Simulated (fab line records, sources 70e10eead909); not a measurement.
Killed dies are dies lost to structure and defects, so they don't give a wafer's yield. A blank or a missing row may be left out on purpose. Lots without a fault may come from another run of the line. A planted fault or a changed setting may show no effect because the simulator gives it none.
Chamber matching | flow nand_harc | NHARC_A_WL_FILL_ALD_10 on ald_hk-04: 4 sister chambers
The step deposits SiO2, target thk 50 nm, pulse time 10 s, ald cycles 500. 24 wafers are shown with their chamber, then 12 later ones without.

WAFERS WITH THEIR CHAMBER
wafer  | chamber | heater_power_w (W) | precursor_pulse_height_rel
L074.1 | 2       | 535                | 0.988
L074.4 | 3       | 583                | 0.993
L074.5 | 1       | 489                | 0.985
L076.1 | 1       | 485                | 0.989
L076.2 | 0       | 347                | 0.989
L076.6 | 1       | 481                | 0.995
L078.3 | 2       | 529                | 1.002
L078.2 | 3       | 582                | 1.021
L078.4 | 0       | 357                | 0.987
L078.1 | 1       | 489                | 0.992
L078.5 | 2       | 534                | 1.036
L078.6 | 3       | 581                | 1.008
L082.2 | 3       | 567                | 1.007
L082.3 | 1       | 457                | 0.986
L082.6 | 0       | 350                | 1.002
L083.2 | 0       | 347                | 1.049
L083.4 | 1       | 473                | 0.973
L083.1 | 2       | 527                | 1.012
L083.3 | 3       | 566                | 1.016
L083.5 | 0       | 344                | 1.025
L083.6 | 1       | 466                | 1.028
L086.1 | 0       | 344                | 0.990
L086.2 | 1       | 468                | 1.042
L086.4 | 3       | 572                | 1.020

SIGNATURES (means of the wafers above)
reading                    | chamber 0 | chamber 1 | chamber 2 | chamber 3 | scatter within a chamber
heater_power_w             | 348.17    | 476.00    | 531.25    | 575.17    | 8.5
precursor_pulse_height_rel | 1.00700   | 0.99875   | 1.00950   | 1.01083   | 0.021
Rule: a wafer's distance from a chamber is the root of the sum, over the readings, of the square of ((its reading less the chamber's mean) divided by the reading's scatter). The wafer belongs to the nearest chamber; if the next one is less than 2 further off, it can't be placed. The scatter: the root of (the sum of the squares of (reading less its chamber's mean) over the shown wafers, divided by (wafers less chambers)).

WAFERS WITHOUT THEIR CHAMBER
wafer  | heater_power_w (W) | precursor_pulse_height_rel
L085.1 | 346                | 1.009
L085.3 | 570                | 1.000
L085.6 | 523                | 1.016
L091.4 | 523                | 0.996
L091.3 | 579                | 1.032
L091.2 | 338                | 0.936
L091.1 | 474                | 0.970
L091.5 | 530                | 0.972
L091.6 | 564                | 0.989
L096.4 | 581                | 1.006
L096.3 | 516                | 0.988
L096.5 | 570                | 0.992

WHICH CHAMBER EACH WENT THROUGH
wafer  | from the rows above | in truth
L085.1 | 0                   | 0
L085.3 | 3                   | 3
L085.6 | 2                   | 2
L091.4 | 2                   | 2
L091.3 | 3                   | 3
L091.2 | 0                   | 0
L091.1 | 1                   | 1
L091.5 | 2                   | 2
L091.6 | 3                   | 3
L096.4 | 3                   | 3
L096.3 | 2                   | 2
L096.5 | 3                   | 3
Placed correctly: 12 of 12. Can't be placed from these rows: 0. Placed wrongly: 0.
